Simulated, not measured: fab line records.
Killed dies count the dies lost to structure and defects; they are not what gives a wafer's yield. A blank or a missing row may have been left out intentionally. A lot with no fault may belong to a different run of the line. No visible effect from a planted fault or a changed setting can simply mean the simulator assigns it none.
Matching of chambers :: flow nand harc :: 4 sister chambers for NHARC_P_BONDPAD_STRIP_15 on rie diel-04
The step strips in O2. 14 wafers are shown with their chamber, then 7 later ones without.

## WAFERS WITH THEIR CHAMBER
wafer: L077.1
chamber: 0
drypump motor current A (A): 4.9
oes product au (a.u.): 1.015
rf vpp V (V): 58.0

wafer: L077.2
chamber: 3
drypump motor current A (A): 5.5
oes product au (a.u.): 0.990
rf vpp V (V): 56.9

wafer: L077.4
chamber: 2
drypump motor current A (A): 5.4
oes product au (a.u.): 1.009
rf vpp V (V): 58.5

wafer: L082.1
chamber: 1
drypump motor current A (A): 5.9
oes product au (a.u.): 0.990
rf vpp V (V): 58.2

wafer: L082.4
chamber: 0
drypump motor current A (A): 4.9
oes product au (a.u.): 1.023
rf vpp V (V): 56.0

wafer: L082.5
chamber: 0
drypump motor current A (A): 4.9
oes product au (a.u.): 1.029
rf vpp V (V): 57.8

wafer: L083.1
chamber: 1
drypump motor current A (A): 5.8
oes product au (a.u.): 0.984
rf vpp V (V): 57.8

wafer: L083.3
chamber: 3
drypump motor current A (A): 5.5
oes product au (a.u.): 1.005
rf vpp V (V): 57.8

wafer: L083.5
chamber: 0
drypump motor current A (A): 4.9
oes product au (a.u.): 1.017
rf vpp V (V): 57.4

wafer: L087.1
chamber: 2
drypump motor current A (A): 5.4
oes product au (a.u.): 1.000
rf vpp V (V): 57.9

wafer: L087.2
chamber: 3
drypump motor current A (A): 5.4
oes product au (a.u.): 1.007
rf vpp V (V): 57.2

wafer: L087.5
chamber: 3
drypump motor current A (A): 5.5
oes product au (a.u.): 1.012
rf vpp V (V): 56.3

wafer: L088.1
chamber: 3
drypump motor current A (A): 5.5
oes product au (a.u.): 1.001
rf vpp V (V): 57.5

wafer: L088.3
chamber: 0
drypump motor current A (A): 4.9
oes product au (a.u.): 1.021
rf vpp V (V): 56.6

SIGNATURES (averages over the wafers above)
reading: drypump motor current A
chamber 0: 4.900
chamber 1: 5.850
chamber 2: 5.400
chamber 3: 5.480
scatter within a chamber: 0.0361

reading: oes product au
chamber 0: 1.02100
chamber 1: 0.98700
chamber 2: 1.00450
chamber 3: 1.00300
scatter within a chamber: 0.00673

reading: rf vpp V
chamber 0: 57.160
chamber 1: 58.000
chamber 2: 58.200
chamber 3: 57.140
scatter within a chamber: 0.665
Rule: a wafer lies at a distance from a chamber equal to the root of the sum of squares, over the readings, of (its reading less the chamber's mean, divided by the reading's scatter). The wafer belongs to the nearest chamber; if the next one is less than 2 further off, it can't be placed. The scatter: take each reading less its chamber's mean, square it, sum over the shown wafers, divide by the number of wafers less the number of chambers, and take the root.

## WAFERS WITH NO CHAMBER GIVEN
wafer: L088.4
drypump motor current A (A): 5.4
oes product au (a.u.): 0.990
rf vpp V (V): 59.0

wafer: L089.1
drypump motor current A (A): 5.4
oes product au (a.u.): 0.990
rf vpp V (V): 58.8

wafer: L089.5
drypump motor current A (A): 5.5
oes product au (a.u.): 1.002
rf vpp V (V): 57.0

wafer: L089.6
drypump motor current A (A): 4.9
oes product au (a.u.): 1.016
rf vpp V (V): 56.8

wafer: L092.1
drypump motor current A (A): 5.9
oes product au (a.u.): 0.991
rf vpp V (V): 57.4

wafer: L092.3
drypump motor current A (A): 5.5
oes product au (a.u.): 1.008
rf vpp V (V): 57.1

wafer: L092.5
drypump motor current A (A): 5.5
oes product au (a.u.): 1.002
rf vpp V (V): 56.5

## WHICH CHAMBER EACH WENT THROUGH
wafer: L088.4
from the rows above: can't be placed: 2 or 3
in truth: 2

wafer: L089.1
from the rows above: can't be placed: 2 or 3
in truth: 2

wafer: L089.5
from the rows above: 3
in truth: 3

wafer: L089.6
from the rows above: 0
in truth: 0

wafer: L092.1
from the rows above: 1
in truth: 1

wafer: L092.3
from the rows above: 3
in truth: 3

wafer: L092.5
from the rows above: 3
in truth: 3
5 of 7 placed correctly. Cannot be placed on the basis of these rows: 2; the candidates contain the true chamber in 2. Placed wrongly: 0.
